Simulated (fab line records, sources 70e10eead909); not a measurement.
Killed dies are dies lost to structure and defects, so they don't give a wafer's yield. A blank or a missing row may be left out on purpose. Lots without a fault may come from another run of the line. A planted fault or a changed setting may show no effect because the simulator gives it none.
A struck lot beside a sound one | flow nand_harc | 14 steps out of a route of 1159
Sound: wafers L411.1, L411.3, L411.5. Struck: wafers L421.2, L421.4, L421.5. The cause comes at the end.
At each step with rows: each side's tool, then ch and its chambers, then its first start. Under that, the readings that differ: sound wafers | struck wafers | difference of the means | sigmas: that difference in standard deviations of wafers without a fault.
alike: readings whose means differ by less than 2 such deviations, and words and numbers that are the same on both sides. not compared: withheld readings, readings that some wafer has no value for, bounds like >300 that may hide the same value, and numbers for which the record gives no deviation and whose values overlap.
The two part at a step that has a row with sigmas, a row that says differs or no value, or rows on one side only. Numbers that don't overlap but have no deviation are shown without sigmas and don't part them. A reading that every wafer of one side lacks parts them only if that side has two wafers or more.

NHARC_THIN_TSV_DEGAS_49: time 120 s.
  sound on pvd_sputter-03, day 19 13:37; struck on pvd_sputter-02, day 22 20:38
  alike: heater_power_w
then, 2 steps without rows for these wafers: NHARC_THIN_TSV_PRE_CLEAN_50 (time 30 s); NHARC_THIN_TSV_PVD_19 (deposits TaN, target thk 20 nm).
NHARC_THIN_TSV_PVD_51: deposits Cu, target thk 100 nm.
  sound on pvd_sputter-03; struck on pvd_sputter-02
  alike: chamber_pressure_pa, throttle_valve_pct
then, 2 steps without rows for these wafers: NHARC_THIN_TSV_ECD_20 (material Cu, target thk 2000 nm); NHARC_THIN_TSV_ANNEAL_52 (time 90 s).
NHARC_THIN_TSV_CMP_21: polishes, t overpolish 30 s, target thk 2000 nm.
  sound on cmp-03 ch 1,2,3, day 19 15:12; struck on cmp-04 ch 0,2, day 22 22:11
  alike: motor_current_A, overpolish_run_s, slurry_filter_dp_kPa
then, 1 step without rows for these wafers: NHARC_THIN_TSV_SRD_23.
NHARC_THIN_TSV_DEGAS_53: time 60 s.
  sound on pvd_sputter-01, day 19 15:40; struck on pvd_sputter-01, day 22 22:37
  alike: heater_power_w
NHARC_THIN_TSV_PRE_CLEAN_54: time 30 s.
  sound on pvd_sputter-01, day 19 15:44; struck on pvd_sputter-01, day 22 22:41
  alike: heater_power_w
then, 1 step without rows for these wafers: NHARC_THIN_TSV_PVD_55 (deposits TiN, target thk 50 nm).
NHARC_THIN_TSV_PVD_24: deposits Al, target thk 800 nm.
  sound on pvd_sputter-01, day 19 15:58; struck on pvd_sputter-01, day 22 22:55
then, 1 step without rows for these wafers: NHARC_THIN_TSV_DEHYDRATE_25 (time 120 s).
NHARC_END_SORT_01:
  sound on prober-02 ch 0, day 20 10:03; struck on prober-01 ch 0, day 23 09:20
  reading                  | sound           | struck         | difference | sigmas
  defect_limited_yield (%) | 97.2 98.4 98.8  | 0 0 0          | -98        | -61
  killed_at_other          | 1 0 0           | 657 655 665    | +659       | +99 or more
  killed_dies              | 19 11 8         | 677 677 677    | +664       | +60
  sort_bin_2_pct (%)       | 1.0 0.4 0.1     | 97.6 97.5 98.5 | +97.4      | +99 or more
  sort_n_pass              | 658 666 669     | 0 0 0          | -664       | -60
  sort_rim_yield_pct (%)   | 98.1 98.1 100.0 | 0 0 0          | -99        | -34
  sort_yield_pct (%)       | 97.2 98.4 98.8  | 0 0 0          | -98        | -61
  alike: killed_at_array, killed_at_periphery, killed_open, killed_short, sort_bin_3_pct, sort_bin_4_pct

WHERE THEY PART
Only at NHARC_END_SORT_01, within this record.

WHY: what the simulator had put in
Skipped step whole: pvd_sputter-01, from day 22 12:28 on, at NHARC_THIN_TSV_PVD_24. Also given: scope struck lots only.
